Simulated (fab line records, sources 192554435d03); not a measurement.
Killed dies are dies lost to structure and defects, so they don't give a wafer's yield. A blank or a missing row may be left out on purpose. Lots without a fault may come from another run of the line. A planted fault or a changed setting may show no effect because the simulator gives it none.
Chamber matching | flow n5_finfet | N5_BEOL_M2_ETCH_63 on rie_diel-01: 4 sister chambers
The step etches SiARC in CF4, target depth 15.6 nm, time 26 s. 14 wafers are shown with their chamber, then 6 later ones without.

WAFERS WITH THEIR CHAMBER
wafer  | chamber | drypump_motor_current_A (A) | throttle_valve_pct (%) | oes_product_au (a.u.)
L819.1 | 0       | 6.4                         | 15.40                  | 0.69
L819.3 | 1       | 5.2                         | 15.43                  | 0.74
L819.6 | 2       | 4.9                         | 15.87                  | 0.63
L818.2 | 3       | 5.3                         | 15.68                  | 0.62
L818.4 | 0       | 6.4                         | 15.39                  | 0.69
L818.6 | 2       | 4.9                         | 15.88                  | 0.63
L823.1 | 1       | 5.2                         | 15.44                  | 0.73
L823.3 | 0       | 6.4                         | 15.41                  | 0.68
L823.6 | 1       | 5.2                         | 15.46                  | 0.72
L825.1 | 0       | 6.4                         | 15.42                  | 0.68
L825.2 | 2       | 4.9                         | 15.90                  | 0.63
L825.4 | 3       | 5.3                         | 15.70                  | 0.61
L830.1 | 3       | 5.3                         | 15.73                  | 0.60
L830.3 | 2       | 5.0                         | 15.94                  | 0.62

SIGNATURES (means of the wafers above)
reading                 | chamber 0 | chamber 1 | chamber 2 | chamber 3 | scatter within a chamber
drypump_motor_current_A | 6.400     | 5.200     | 4.925     | 5.300     | 0.0274
throttle_valve_pct      | 15.4050   | 15.4433   | 15.8975   | 15.7033   | 0.0226
oes_product_au          | 0.6850    | 0.7300    | 0.6275    | 0.6100    | 0.00758
Rule: a wafer's distance from a chamber is the root of the sum, over the readings, of the square of ((its reading less the chamber's mean) divided by the reading's scatter). The wafer belongs to the nearest chamber; if the next one is less than 2 further off, it can't be placed. The scatter: the root of (the sum of the squares of (reading less its chamber's mean) over the shown wafers, divided by (wafers less chambers)).

WAFERS WITHOUT THEIR CHAMBER
wafer  | drypump_motor_current_A (A) | throttle_valve_pct (%) | oes_product_au (a.u.)
L830.6 | 4.9                         | 15.94                  | 0.61
L833.1 | 5.2                         | 15.49                  | 0.70
L833.5 | 5.0                         | 15.94                  | 0.60
L832.2 | 5.2                         | 15.47                  | 0.71
L832.3 | 5.3                         | 15.74                  | 0.60
L832.4 | 5.0                         | 15.95                  | 0.61

WHICH CHAMBER EACH WENT THROUGH
wafer  | from the rows above | in truth
L830.6 | 2                   | 2
L833.1 | 1                   | 1
L833.5 | 2                   | 2
L832.2 | 1                   | 1
L832.3 | 3                   | 3
L832.4 | 2                   | 2
Placed correctly: 6 of 6. Can't be placed from these rows: 0. Placed wrongly: 0.
